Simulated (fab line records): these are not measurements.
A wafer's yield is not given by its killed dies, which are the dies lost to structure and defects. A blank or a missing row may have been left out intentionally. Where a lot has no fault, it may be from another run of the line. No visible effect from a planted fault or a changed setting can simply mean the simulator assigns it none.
Chamber matching | flow n5Finfet | 4 sister chambers for N5_BEOL_M8_STRIP_67 on rieDiel-02
The step strips in CF4. 22 wafers are shown with their chamber, then 11 later ones without.

== WAFERS, EACH WITH ITS CHAMBER ==
wafer  | chamber | drypumpMotorCurrentA (A) | showerheadPlenumPTorr (Torr) | throttleValvePct (%)
L074.2 | 3       | 5.7                      | 1.76                         | 13.26
L074.3 | 0       | 6.3                      | 1.82                         | 13.82
L074.5 | 3       | 5.7                      | 1.76                         | 13.28
L075.3 | 0       | 6.3                      | 1.82                         | 13.83
L075.4 | 2       | 5.3                      | 1.85                         | 13.35
L075.6 | 3       | 5.7                      | 1.76                         | 13.28
L079.1 | 3       | 5.7                      | 1.76                         | 13.36
L079.2 | 0       | 6.3                      | 1.81                         | 13.91
L079.3 | 2       | 5.2                      | 1.85                         | 13.43
L086.1 | 1       | 5.5                      | 1.76                         | 13.49
L086.2 | 2       | 5.2                      | 1.84                         | 13.42
L086.4 | 3       | 5.7                      | 1.75                         | 13.35
L087.4 | 3       | 5.7                      | 1.75                         | 13.37
L087.5 | 3       | 5.7                      | 1.75                         | 13.34
L087.6 | 0       | 6.3                      | 1.81                         | 13.91
L091.1 | 1       | 5.5                      | 1.76                         | 13.50
L091.3 | 0       | 6.3                      | 1.81                         | 13.92
L091.6 | 1       | 5.5                      | 1.76                         | 13.52
L089.1 | 0       | 6.3                      | 1.81                         | 13.92
L089.3 | 2       | 5.2                      | 1.84                         | 13.47
L089.5 | 2       | 5.2                      | 1.84                         | 13.46
L090.1 | 0       | 6.3                      | 1.80                         | 13.94

SIGNATURES (means of the wafers above)
reading               | chamber 0 | chamber 1 | chamber 2 | chamber 3 | scatter within a chamber
drypumpMotorCurrentA  | 6.300     | 5.500     | 5.220     | 5.700     | 0.0211
showerheadPlenumPTorr | 1.8114    | 1.7600    | 1.8440    | 1.7557    | 0.00566
throttleValvePct      | 13.8929   | 13.5033   | 13.4260   | 13.3200   | 0.0442
Rule: a wafer lies at a distance from a chamber equal to the root of the sum of squares, over the readings, of (its reading less the chamber's mean, divided by the reading's scatter). The wafer belongs to the nearest chamber; if the next one is less than 2 further off, it can't be placed. The scatter: the root of (the sum of the squares of (reading less its chamber's mean) over the shown wafers, divided by (wafers less chambers)).

== WAFERS WITH NO CHAMBER GIVEN ==
wafer  | drypumpMotorCurrentA (A) | showerheadPlenumPTorr (Torr) | throttleValvePct (%)
L090.2 | 5.2                      | 1.84                         | 13.46
L090.4 | 5.2                      | 1.84                         | 13.48
L094.1 | 5.5                      | 1.75                         | 13.54
L094.2 | 6.3                      | 1.80                         | 13.94
L094.5 | 5.2                      | 1.84                         | 13.48
L095.1 | 5.7                      | 1.75                         | 13.37
L095.5 | 6.3                      | 1.80                         | 13.95
L095.6 | 5.7                      | 1.75                         | 13.36
L096.3 | 5.7                      | 1.75                         | 13.39
L096.5 | 5.7                      | 1.75                         | 13.38
L096.6 | 5.2                      | 1.84                         | 13.50

== CHAMBER TAKEN BY EACH ==
wafer  | from the rows above | in truth
L090.2 | 2                   | 2
L090.4 | 2                   | 2
L094.1 | 1                   | 1
L094.2 | 0                   | 0
L094.5 | 2                   | 2
L095.1 | 3                   | 3
L095.5 | 0                   | 0
L095.6 | 3                   | 3
L096.3 | 3                   | 3
L096.5 | 3                   | 3
L096.6 | 2                   | 2
Placed correctly: 11 of 11. Left unplaced by these rows: 0. Number placed wrongly: 0.
